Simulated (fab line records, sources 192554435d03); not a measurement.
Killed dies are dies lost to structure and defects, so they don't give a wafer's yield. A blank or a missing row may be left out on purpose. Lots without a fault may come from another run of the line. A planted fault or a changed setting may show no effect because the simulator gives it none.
fab line records | flow n5_finfet
record lots=7 wafers=21
route steps=1938 shown BEOL_M6@1233 BEOL_M7@1302 BEOL_M8@1336 BEOL_M9@1431
start_h: hours from the record's first day to the start of the lot's first wafer shown | wait_h: hours since the lot's step before | " the same as in the row above | L1.1+2: a row that stands for several wafers | - no value, or no start given | * or withheld: withheld | < > ~ a bound
route shown NAME@n: a module of which the file shows steps, and the number in the route of the first | usual: mean/standard deviation of fault-free wafers | same: alike in all rows | chamber/n: place in a boat | sites: the reading at each site | _std_site: their standard deviation | _edge_site: outer sites' mean less inner sites' | radius_mm: how far each site lies from the wafer's centre | mask NAME#n: copy n | behind: the tool/chamber that last shaped the wafer | hold: why the lot was held/for how many hours/how that ended | device: the transistor (n, p or np) that didn't switch | end of line: the same wafers' tests at the end of the route | a step without rows: its recipe alone | killed: dies lost to structure and defects at the first sort, not the wafer's yield | map: a wafer's dies, x killed, . not, _ none there
set.NAME: the setting as run; set.NAME@STEP: as run at that earlier step | model.NAME: the simulator's own value behind a step, which no gauge read
lots whose settings were changed on purpose; a table a step, a row a wafer
## steps
# step N5_BEOL_M6_ETCH_66
# recipe chemistry=N2/H2 target=SOC target_depth_a=800 overetch_a=160 mask_material=SiARC temp_c=40 time_s=120 ion_energy_ev=200 pressure_mtorr=30 source_w=840 bias_w=150 n2_flow_sccm=200 h2_flow_sccm=200
# usual rf_vpp_V=523.3/2.4
# columns lot.wafer tool chamber start_h wait_h set.bias_w rf_vpp_V
L076.3 rie_diel-04 3 216.49 0.0 150 520.1
L076.4 " 0 " " 150 520.0
L076.5 " 2 " " 166.9 560.5
L079.1 rie_diel-04 0 234.30 0.0 150 520.7
L079.3 " 1 " " 138.6 499.8
L079.5 " 1 " " 138.6 501.2
L084.1 rie_diel-06 2 261.01 0.0 150 525.9
L084.2 " 3 " " 150 522.1
L084.4 " 0 " " 150 527.1
L086.2 rie_diel-06 3 264.84 0.0 175.5 575.2
L086.3 " 1 " " 150 527.2
L086.6 " 3 " " 150 521.5
L085.2 rie_diel-04 0 268.37 0.0 150 519.9
L085.3 " 2 " " 150 521.9
L085.4 " 1 " " 150 525.6
L089.1 rie_diel-01 1 291.84 0.0 124.5 464.5
L089.3 " 2 " " 150 522.4
L089.5 " 0 " " 124.5 468.1
L092.1 rie_diel-06 1 305.87 0.0 150 527.7
L092.3 " 2 " " 141.4 505.2
L092.4 " 3 " " 141.4 502.8
# step N5_BEOL_M6_STRIP_69
# recipe chemistry=N2/H2 temp_c=40 n2_flow_sccm=200 h2_flow_sccm=200 rf_frequency_hz=6e+07
# step N5_BEOL_M6_STRIP_73
# recipe chemistry=N2/H2 temp_c=40 n2_flow_sccm=200 h2_flow_sccm=200 rf_frequency_hz=6e+07
# step N5_BEOL_M6_VIA_ETCH_34
# recipe chemistry=C4F6/O2 target=SiCOH_lowk target_depth_a=1263 mask_material=SOC taper_deg=4 time_s=50.9 ion_energy_ev=250 pressure_mtorr=30 source_w=345 bias_w=185 Ar_flow_sccm=300 C4F6_flow_sccm=10 O2_flow_sccm=10
# columns lot.wafer tool chamber start_h wait_h set.dose_mj@BEOL_M6_EXPOSE_25 model.BEOL_M6.cd_nm
L076.3 rie_diel-04 3 216.59 0.0 45 40.2
L076.4 " 0 " " 47.97 41.4
L076.5 " 2 " " 45 39.6
L079.1 rie_diel-04 0 234.40 0.0 45 39.8
L079.3 " 1 " " 45 40.2
L079.5 " 1 " " 42.14 38.4
L084.1 rie_diel-06 2 261.11 0.0 45 40.4
L084.2 " 3 " " 45 40.6
L084.4 " 0 " " 45 40.2
L086.2+6 rie_diel-06 3 264.94 0.0 43.93 39.6
L086.3 " 1 " " 45 40.4
L085.2+3 rie_diel-04 0,2 268.47 0.0 45 40
L085.4 " 1 " " 45 40.4
L089.1 rie_diel-01 1 291.94 0.0 46.74 41.2
L089.3 " 2 " " 45 40.4
L089.5 " 0 " " 45 39.8
L092.1 rie_diel-06 1 305.97 0.0 45 40.4
L092.3+4 " 2,3 " " 45 40
# step N5_BEOL_M7_ETCH_66
# recipe chemistry=N2/H2 target=SOC target_depth_a=800 overetch_a=160 mask_material=SiARC temp_c=40 time_s=120 ion_energy_ev=200 pressure_mtorr=30 source_w=840 bias_w=150 n2_flow_sccm=200 h2_flow_sccm=200
# usual rf_vpp_V=524.5/2
# columns lot.wafer tool chamber start_h wait_h set.bias_w rf_vpp_V model.SiARC_of_BEOL_M7_COAT_64.thk_nm
L076.3 rie_diel-03 2 225.81 0.0 150 525.8 6.2
L076.4 " 1 " " 150 522.9 5.6
L076.5 " 2 " " 150 525.6 6.2
L079.1 rie_diel-03 0 245.56 0.0 133.7 486.0 7
L079.3 " 1 " " 133.7 485.5 6.8
L079.5 " 2 " " 133.7 487.0 7.2
L084.1 rie_diel-03 2 268.50 0.0 150 524.1 6.4
L084.2 " 1 " " 150 523.4 5.8
L084.4 " 3 " " 150 524.6 6.2
L086.2 rie_diel-05 0 274.76 0.0 125 463.5 7.8
L086.3 " 3 " " 125 467.3 7.8
L086.6 " 0 " " 150 523.0 6.6
L085.2 rie_diel-05 3 277.23 0.0 150 526.2 6.6
L085.3 " 2 " " 133.1 485.4 7.4
L085.4 " 1 " " 150 526.6 6.2
L089.1 rie_diel-03 2 301.58 0.0 150 525.0 6.6
L089.3 " 0 " " 171.4 567.9 5.2
L089.5 " 3 " " 171.4 572.5 5.4
L092.1 rie_diel-03 1 311.33 0.0 150 522.9 5.8
L092.3 " 0 " " 150 522.4 6.2
L092.4 " 2 " " 133.4 487.3 7.2
# step N5_BEOL_M7_ETCH_41
# recipe chemistry=CH3F/O2 target=SiCN target_depth_a=319 taper_deg=2 time_s=57.8 ion_energy_ev=120 mask_material=TiN pressure_mtorr=30 source_w=395 bias_w=75 Ar_flow_sccm=150 CH3F_flow_sccm=30 O2_flow_sccm=20
# usual rf_vpp_V=297.6/1.4
# columns lot.wafer tool chamber start_h wait_h set.source_w rf_vpp_V
L076.3 rie_diel-03 2 - - 395 296.9
L076.4 " 1 " " 343.3 312.2
L076.5 " 2 " " 395 298.2
L079.1 rie_diel-03 0 - - 395 296.7
L079.3 " 1 " " 435 287.1
L079.5 " 2 " " 395 297.8
L084.1 rie_diel-03 2 - - 395 298.8
L084.2 " 1 " " 395 297.0
L084.4 " 3 " " 395 297.4
L086.2 rie_diel-05 0 - - 395 295.0
L086.3 " 3 " " 395 299.3
L086.6 " 0 " " 395 296.2
L085.2 rie_diel-05 3 - - 395 298.5
L085.3 " 2 " " 395 296.9
L085.4 " 1 " " 414 294.6
L089.1 rie_diel-03 2 - - 362.7 305.7
L089.3 " 0 " " 362.7 305.3
L089.5 " 3 " " 395 297.7
L092.1 rie_diel-03 1 - - 395 296.1
L092.3 " 0 " " 395 295.9
L092.4 " 2 " " 395 299.1
# step N5_BEOL_M8_HM_DEP_02
# recipe material=TiN target_thk_a=200 temp_c=25 chamber_pressure_pa=0.49996
# columns lot.wafer tool chamber start_h wait_h set.target_thk_a model.TiN_of_BEOL_M8_HM_DEP_02.thk_nm
L076.3 pvd_sputter-03 - 230.85 1.4 221 22.2
L076.4 " - " " 200 20
L076.5 " - " " 200 20.2
L079.1+5 pvd_sputter-01 - 252.17 1.9 177.7 17.6
L079.3 " - " " 200 20.2
L084.1 pvd_sputter-01 - 274.54 2.3 200 20.2
L084.2 " - " " 200 19.8
L084.4 " - " " 200 20.4
L086.2+3 pvd_sputter-03 - 281.01 1.0 200 19.8
L086.6 " - " " 200 20.2
L085.2 pvd_sputter-03 - 281.21 0.7 178.4 18.4
L085.3+4 " - " " 200 20
L089.1+3+5 pvd_sputter-01 - 306.33 1.0 217.1 21.6
L092.1 pvd_sputter-03 - 316.33 0.4 200 20
L092.3 " - " " 218.2 21.6
L092.4 " - " " 218.2 21.8
# step N5_BEOL_M8_EXPOSE_08
# recipe mask_id=M8 na=1.35 source_shape=dipole sigma_inner=0.817 sigma_outer=0.97 polarization=te dose_mj=68.25
# columns lot.wafer tool chamber start_h wait_h mask set.dose_mj
L076.3 arfi_scanner-01 0 231.23 - M8#0 68.25
L076.4+5 " 0 " " M8#0 69.73
L079.1 arfi_scanner-01 0 252.41 - M8#0 65.57
L079.3+5 " 0 " " M8#0 68.25
L084.1+2+4 arfi_scanner-01 0 274.78 - M8#0 68.25
L086.2+6 arfi_scanner-01 0 281.26 - M8#0 68.25
L086.3 " 0 " " M8#0 64.85
L085.2+4 arfi_scanner-01 0 281.46 - M8#0 68.25
L085.3 " 0 " " M8#0 70.21
L089.1 arfi_scanner-01 0 306.70 - M8#0 69.88
L089.3+5 " 0 " " M8#0 68.25
L092.1+3 arfi_scanner-01 0 316.57 - M8#0 63.34
L092.4 " 0 " " M8#0 68.25
# step N5_BEOL_M8_PEB_09
# recipe peb_temp_c=withheld peb_time_s=60 resist=CAR-ArF
# step N5_BEOL_M8_DEVELOP_10
# recipe develop_time_s=30 developer=TMAH resist=CAR-ArF rinse_liquid=diw dry=air_spin dev_temp_c=23
# step N5_BEOL_M8_CD_MEAS_11
# recipe target_cd_nm=38.5 landing_energy_ev=500 detector=se_inlens polarity=opening
# usual cd_nm=38.4/0.66
# columns lot.wafer tool chamber start_h wait_h set.dose_mj@BEOL_M8_EXPOSE_08 cd_nm
L076.3 cd_sem-01 0 231.35 - 68.25 38.3
L076.4 " 0 " " 69.73 39.0
L076.5 " 0 " " 69.73 38.9
L079.1 cd_sem-01 0 252.54 - 65.57 35.9
L079.3 " 0 " " 68.25 38.3
L079.5 " 0 " " 68.25 37.6
L084.1 cd_sem-02 0 274.91 - 68.25 38.2
L084.2 " 0 " " 68.25 39.9
L084.4 " 0 " " 68.25 38.6
L086.2 cd_sem-03 0 281.38 - 68.25 39.2
L086.3 " 0 " " 64.85 36.4
L086.6 " 0 " " 68.25 39.3
L085.2 cd_sem-02 0 281.58 - 68.25 38.9
L085.3 " 0 " " 70.21 39.9
L085.4 " 0 " " 68.25 39.2
L089.1 cd_sem-01 0 306.83 - 69.88 39.5
L089.3 " 0 " " 68.25 39.2
L089.5 " 0 " " 68.25 37.4
L092.1 cd_sem-03 0 316.70 - 63.34 33.9
L092.3 " 0 " " 63.34 34.5
L092.4 " 0 " " 68.25 37.4
# step N5_BEOL_M8_DESCUM_16
# recipe chemistry=O2 time_s=7.9 source_power_w=50 bias_power_w=20 pressure_mtorr=20 rf_frequency_hz=2.712e+07 temp_c=40 resist=CAR-ArF o2_flow_sccm=225
# step N5_BEOL_M8_ETCH_61
# recipe chemistry=CF4 target=SiARC target_depth_a=455 mask_material=CAR-ArF time_s=75.8 ion_energy_ev=80 pressure_mtorr=40 source_w=545 bias_w=36 Ar_flow_sccm=100 cf4_flow_sccm=100 ends=cleared
# columns lot.wafer tool chamber start_h wait_h set.dose_mj@BEOL_M8_EXPOSE_08 model.BEOL_M8.cd_offset_nm
L076.3 rie_diel-01 3 231.72 0.0 68.25 0
L076.4 " 2 " " 69.73 0
L076.5 " 0 " " 69.73 0.4
L079.1 rie_diel-06 0 252.67 0.0 65.57 -2.4
L079.3 " 3 " " 68.25 -0.6
L079.5 " 1 " " 68.25 -1.2
L084.1 rie_diel-04 1 275.05 0.0 68.25 -0.4
L084.2 " 0 " " 68.25 0.8
L084.4 " 2 " " 68.25 0.4
L086.2 rie_diel-04 2 281.55 0.0 68.25 0.8
L086.3 " 3 " " 64.85 -2.2
L086.6 " 2 " " 68.25 1
L085.2 rie_diel-01 0 281.94 0.0 68.25 -0.4
L085.3 " 2 " " 70.21 1.2
L085.4 " 3 " " 68.25 1
L089.1 rie_diel-06 1 306.96 0.0 69.88 0.6
L089.3 " 2 " " 68.25 0.8
L089.5 " 2 " " 68.25 -0.4
L092.1 rie_diel-01 2 316.84 0.0 63.34 -4.6
L092.3 " 1 " " 63.34 -4.4
L092.4 " 3 " " 68.25 -0.2
# step N5_BEOL_M8_ETCH_62
# recipe chemistry=N2/H2 target=SOC target_depth_a=1100 overetch_a=220 mask_material=SiARC temp_c=40 time_s=165 ion_energy_ev=200 pressure_mtorr=30 source_w=840 bias_w=150 n2_flow_sccm=200 h2_flow_sccm=200
# step N5_BEOL_M8_STRIP_68
# recipe chemistry=N2/H2 temp_c=40 n2_flow_sccm=200 h2_flow_sccm=200 rf_frequency_hz=6e+07
# step N5_BEOL_M8_STRIP_67
# recipe chemistry=CF4 resist=SiARC power_w=300 bias_power_w=75 pressure_mtorr=50 cf4_flow_sccm=150 rf_frequency_hz=6e+07
# step N5_BEOL_M8_HM_OPEN_17
# recipe chemistry=Cl2/BCl3 target_depth_a=200 overetch_a=60 target=TiN mask_material=SOC ion_energy_ev=150 pressure_mtorr=10 icp_w=1000 bias_w=126 Cl2_flow_sccm=53.25 bcl3_flow_sccm=21.75 Ar_flow_sccm=25
# columns lot.wafer tool chamber start_h wait_h set.target_thk_a@BEOL_M8_HM_DEP_02 set.dose_mj@BEOL_M8_EXPOSE_08 model.BEOL_M8.cd_offset_nm model.etch.depth_nm
L076.3 rie_metal-02 0 231.99 0.1 221 68.25 0.4 22.13
L076.4 " 1 " " 200 69.73 0.2 19.91
L076.5 " 0 " " 200 69.73 0.6 20.18
L079.1 rie_metal-03 0 252.97 0.1 177.7 65.57 -2.6 17.54
L079.3 " 1 " " 200 68.25 -0.8 20.23
L079.5 " 1 " " 177.7 68.25 -0.6 17.58
L084.1 rie_metal-01 0 275.29 0.0 200 68.25 -0.6 20.11
L084.2 " 1 " " 200 68.25 1 19.87
L084.4 " 1 " " 200 68.25 0.6 20.41
L086.2 rie_metal-03 0 281.80 0.0 200 68.25 1 19.75
L086.3 " 1 " " 200 64.85 -2.2 19.74
L086.6 " 1 " " 200 68.25 1 20.29
L085.2 rie_metal-03 1 282.18 0.0 178.4 68.25 -0.6 18.34
L085.3 " 0 " " 200 70.21 1.2 20
L085.4 " 1 " " 200 68.25 1.4 19.91
L089.1 rie_metal-01 0 307.20 0.0 217.1 69.88 1.4 21.7
L089.3 " 0 " " 217.1 68.25 1.2 21.65
L089.5 " 0 " " 217.1 68.25 -0.2 21.53
L092.1 rie_metal-03 0 317.08 0.0 200 63.34 -4.8 19.95
L092.3 " 0 " " 218.2 63.34 -4.6 21.65
L092.4 " 1 " " 218.2 68.25 -0.4 21.73
# step N5_BEOL_M8_STRIP_19
# recipe chemistry=O2 power_w=400 temp_c=40 pressure_mtorr=30 rf_frequency_hz=6e+07 bias_power_w=0 overash_fraction=0.2 o2_flow_sccm=225
# step N5_BEOL_M8_CD_MEAS_18
# recipe pitch_nm=80 target_cd_nm=40
# usual cd_nm=39.9/0.77
# columns lot.wafer tool chamber start_h wait_h set.dose_mj@BEOL_M8_EXPOSE_08 cd_nm
L076.3 cd_sem-02 - 232.15 0.1 68.25 40.3
L076.4 " - " " 69.73 39.9
L076.5 " - " " 69.73 40.9
L079.1 cd_sem-02 - 253.15 0.0 65.57 37.3
L079.3 " - " " 68.25 39.2
L079.5 " - " " 68.25 39.4
L084.1 cd_sem-03 - 275.58 0.0 68.25 39.8
L084.2 " - " " 68.25 40.9
L084.4 " - " " 68.25 40.8
L086.2 cd_sem-01 - 282.10 0.1 68.25 41.1
L086.3 " - " " 64.85 37.7
L086.6 " - " " 68.25 41.0
L085.2 cd_sem-02 - 282.49 0.1 68.25 39.6
L085.3 " - " " 70.21 41.4
L085.4 " - " " 68.25 41.5
L089.1 cd_sem-01 - 307.39 0.1 69.88 41.2
L089.3 " - " " 68.25 41.1
L089.5 " - " " 68.25 40.3
L092.1 cd_sem-01 - 317.27 0.0 63.34 34.9
L092.3 " - " " 63.34 35.6
L092.4 " - " " 68.25 39.3
# step N5_BEOL_M8_COAT_63
# recipe resist=SOC temp_c=250 time_s=60 spin_rpm=1500 resist_thk_nm=60
# step N5_BEOL_M8_COAT_64
# recipe resist=SiARC temp_c=220 time_s=60 spin_rpm=1500 resist_thk_nm=12
# step N5_BEOL_M8_PRECLEAN_42
# recipe chemistry=residue_remover time_s=60 temp_c=40
# step N5_BEOL_M8_SRD_43
# recipe time_s=30 temp_c=23 rinse_liquid=diw dry=ipa_marangoni
# step N5_BEOL_M8_CD_MEAS_35
# recipe target_cd_nm=40 polarity=opening
# usual cd_nm=39.9/0.74
# columns lot.wafer tool chamber start_h wait_h set.dose_mj@BEOL_M8_EXPOSE_08 cd_nm
L076.3 cd_sem-01 - 234.75 0.0 68.25 40.6
L076.4 " - " " 69.73 40.7
L076.5 " - " " 69.73 40.2
L079.1 cd_sem-02 - 254.38 0.0 65.57 37.5
L079.3 " - " " 68.25 39.2
L079.5 " - " " 68.25 39.6
L084.1 cd_sem-01 - 278.02 0.0 68.25 39.4
L084.2 " - " " 68.25 40.9
L084.4 " - " " 68.25 40.3
L085.2 cd_sem-01 - 286.33 0.0 68.25 39.6
L085.3 " - " " 70.21 41.0
L085.4 " - " " 68.25 41.4
L086.2 cd_sem-02 - 286.35 0.0 68.25 41.0
L086.3 " - " " 64.85 37.7
L086.6 " - " " 68.25 41.0
L089.1 cd_sem-02 - 309.80 0.0 69.88 41.5
L089.3 " - " " 68.25 40.9
L089.5 " - " " 68.25 39.7
L092.1 cd_sem-03 - 319.03 0.0 63.34 35.4
L092.3 " - " " 63.34 35.2
L092.4 " - " " 68.25 39.5
# step N5_BEOL_M9_EXPOSE_25
# recipe mask_id=V8 na=0.33 source_shape=annular sigma_inner=0.4 sigma_outer=0.8 polarization=unpolarized dose_mj=37.25
# columns lot.wafer tool chamber start_h wait_h mask set.dose_mj
L076.3+5 euv_scanner-02 0 244.34 - V8#0 37.25
L076.4 " 0 " " V8#0 38.73
L079.1+3 euv_scanner-01 0 260.64 - V8#0 39.63
L079.5 " 0 " " V8#0 37.25
L084.1+2+4 euv_scanner-02 0 287.41 - V8#0 37.25
L086.2 euv_scanner-02 0 291.69 - V8#0 37.25
L086.3+6 " 0 " " V8#0 34.77
L085.2+3+4 euv_scanner-01 0 292.31 - V8#0 35.46
L089.1+5 euv_scanner-02 0 317.76 - V8#0 37.25
L089.3 " 0 " " V8#0 38.72
L092.1+3+4 euv_scanner-01 0 329.86 - V8#0 37.25
# step N5_BEOL_M9_PEB_26
# recipe peb_temp_c=100 peb_time_s=60 resist=CAR-EUV
# step N5_BEOL_M9_DEVELOP_27
# recipe develop_time_s=30 developer=TMAH resist=CAR-EUV rinse_liquid=surfactant_rinse dry=air_spin dev_temp_c=23
# step N5_BEOL_M9_CD_MEAS_28
# recipe target_cd_nm=70 landing_energy_ev=500 detector=se_inlens polarity=opening
# usual cd_nm=69.91/0.28
# columns lot.wafer tool chamber start_h wait_h set.dose_mj@BEOL_M9_EXPOSE_25 cd_nm
L076.3 cd_sem-02 0 244.46 - 37.25 69.53
L076.4 " 0 " " 38.73 70.39
L076.5 " 0 " " 37.25 69.77
L079.1 cd_sem-02 0 260.76 - 39.63 71.29
L079.3 " 0 " " 39.63 71.26
L079.5 " 0 " " 37.25 69.75
L084.1 cd_sem-03 0 287.53 - 37.25 69.82
L084.2 " 0 " " 37.25 69.81
L084.4 " 0 " " 37.25 69.62
L086.2 cd_sem-03 0 291.82 - 37.25 70.13
L086.3 " 0 " " 34.77 68.54
L086.6 " 0 " " 34.77 68.18
L085.2 cd_sem-03 0 292.44 - 35.46 69.07
L085.3 " 0 " " 35.46 68.71
L085.4 " 0 " " 35.46 68.92
L089.1 cd_sem-03 0 317.88 - 37.25 70.10
L089.3 " 0 " " 38.72 70.56
L089.5 " 0 " " 37.25 69.81
L092.1 cd_sem-01 0 329.99 - 37.25 69.65
L092.3 " 0 " " 37.25 69.80
L092.4 " 0 " " 37.25 69.77
# step N5_BEOL_M9_TRENCH_ETCH_37
# recipe chemistry=C4F6/O2 target_depth_a=1514.3 target=SiCOH_lowk time_s=49 ion_energy_ev=250 pressure_mtorr=30 source_w=345 bias_w=185 Ar_flow_sccm=300 C4F6_flow_sccm=10 O2_flow_sccm=10
# columns lot.wafer tool chamber start_h wait_h set.time_s model.etch.depth_nm model.BEOL_M9.feature_depth_nm
L076.3 rie_diel-03 1 - - 45.82 145.6 145.6
L076.4 " 2 " " 45.82 143.6 143.6
L076.5 " 2 " " 49 152.9 153
L079.1 rie_diel-02 2 - - 41.69 125 125
L079.3 " 3 " " 49 147.8 147.8
L079.5 " 3 " " 41.69 125.6 125.6
L084.1 rie_diel-03 3 - - 49 150.3 150.2
L084.2 " 2 " " 49 153.4 153.4
L084.4 " 1 " " 49 157.9 157.8
L086.2 rie_diel-05 3 - - 54.97 167.2 167.2
L086.3 " 2 " " 49 149.5 149.4
L086.6 " 0 " " 49 146.2 146.2
L085.2 rie_diel-03 3 - - 49 147.5 147.4
L085.3 " 1 " " 49 157.2 157.2
L085.4 " 0 " " 49 154.3 154.2
L089.1 rie_diel-02 1 - - 49 150.7 150.6
L089.3 " 0 " " 49 152.5 152.4
L089.5 " 0 " " 42.16 131.4 131.4
L092.1 rie_diel-05 3 - - 49 147.3 147.4
L092.3 " 0 " " 38.29 113.9 113.8
L092.4 " 1 " " 38.29 121.2 121.2
# step N5_BEOL_M9_ETCH_41
# recipe chemistry=CH3F/O2 target=SiCN target_depth_a=366 taper_deg=2 time_s=70.1 ion_energy_ev=120 mask_material=TiN pressure_mtorr=30 source_w=395 bias_w=75 Ar_flow_sccm=150 CH3F_flow_sccm=30 O2_flow_sccm=20
# step N5_BEOL_M9_STRIP_80
# recipe chemistry=N2/H2 time_s=10 power_w=450 temp_c=40 pressure_mtorr=20 rf_frequency_hz=6e+07 bias_power_w=7 n2_flow_sccm=200 h2_flow_sccm=200
# step N5_BEOL_M9_OCD_MEAS_38
# usual trench_depth_nm=151/3.3
# columns lot.wafer tool chamber start_h wait_h set.time_s@BEOL_M9_TRENCH_ETCH_37 trench_depth_nm
L076.3 ocd-01 - 245.03 - 45.82 145
L076.4 " - " " 45.82 144
L076.5 " - " " 49 153
L079.1 ocd-01 - 261.34 - 41.69 125
L079.3 " - " " 49 148
L079.5 " - " " 41.69 126
L084.1 ocd-02 - 288.11 - 49 150
L084.2 " - " " 49 153
L084.4 " - " " 49 158
L086.2 ocd-01 - 292.52 - 54.97 167
L086.3 " - " " 49 149
L086.6 " - " " 49 146
L085.2 ocd-02 - 293.03 - 49 148
L085.3 " - " " 49 158
L085.4 " - " " 49 154
L089.1 ocd-01 - 318.46 - 49 151
L089.3 " - " " 49 153
L089.5 " - " " 42.16 132
L092.1 ocd-01 - 330.63 - 49 147
L092.3 " - " " 38.29 114
L092.4 " - " " 38.29 121
## key
split step=N5_BEOL_M6_ETCH_66 setting=bias_w stated=150 by=wafer
response step=N5_BEOL_M6_ETCH_66 reading=rf_vpp_V change=+3.22 per=1% r=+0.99
split step=N5_BEOL_M7_ETCH_66 setting=bias_w stated=150 by=wafer
response step=N5_BEOL_M7_ETCH_66 reading=rf_vpp_V change=+3.36 per=1% r=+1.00
response step=N5_BEOL_M7_ETCH_66 reading=model.SiARC_of_BEOL_M7_COAT_64.thk_nm change=-0.0863 per=1% r=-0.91
split step=N5_BEOL_M7_ETCH_41 setting=source_w stated=395 by=wafer
response step=N5_BEOL_M7_ETCH_41 reading=rf_vpp_V change=-1.02 per=1% r=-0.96
split step=N5_BEOL_M8_HM_DEP_02 setting=target_thk_a stated=200 by=wafer
response step=N5_BEOL_M8_HM_DEP_02 reading=model.TiN_of_BEOL_M8_HM_DEP_02.thk_nm change=+0.193 per=1% r=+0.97
response step=N5_BEOL_M8_HM_OPEN_17 reading=model.etch.depth_nm change=+0.196 per=1% r=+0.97
split step=N5_BEOL_M8_EXPOSE_08 setting=dose_mj stated=68.25 by=wafer
response step=N5_BEOL_M8_CD_MEAS_11 reading=cd_nm change=+0.475 per=1% r=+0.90
response step=N5_BEOL_M8_ETCH_61 reading=model.BEOL_M8.cd_offset_nm change=+0.508 per=1% r=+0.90
response step=N5_BEOL_M8_HM_OPEN_17 reading=model.BEOL_M8.cd_offset_nm change=+0.531 per=1% r=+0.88
response step=N5_BEOL_M8_CD_MEAS_18 reading=cd_nm change=+0.522 per=1% r=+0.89
response step=N5_BEOL_M8_CD_MEAS_35 reading=cd_nm change=+0.526 per=1% r=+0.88
split step=N5_BEOL_M9_EXPOSE_25 setting=dose_mj stated=37.25 by=wafer
response step=N5_BEOL_M9_CD_MEAS_28 reading=cd_nm change=+0.231 per=1% r=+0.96
split step=N5_BEOL_M9_TRENCH_ETCH_37 setting=time_s stated=49 by=wafer
response step=N5_BEOL_M9_TRENCH_ETCH_37 reading=model.etch.depth_nm change=+1.43 per=1% r=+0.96
response step=N5_BEOL_M9_TRENCH_ETCH_37 reading=model.BEOL_M9.feature_depth_nm change=+1.44 per=1% r=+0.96
response step=N5_BEOL_M9_OCD_MEAS_38 reading=trench_depth_nm change=+1.42 per=1% r=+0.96
split outside_this_file step=N5_BEOL_M6_EXPOSE_25 setting=dose_mj
# split outside_this_file: this setting was split too, and the file shows its column; the key of that split is in another file
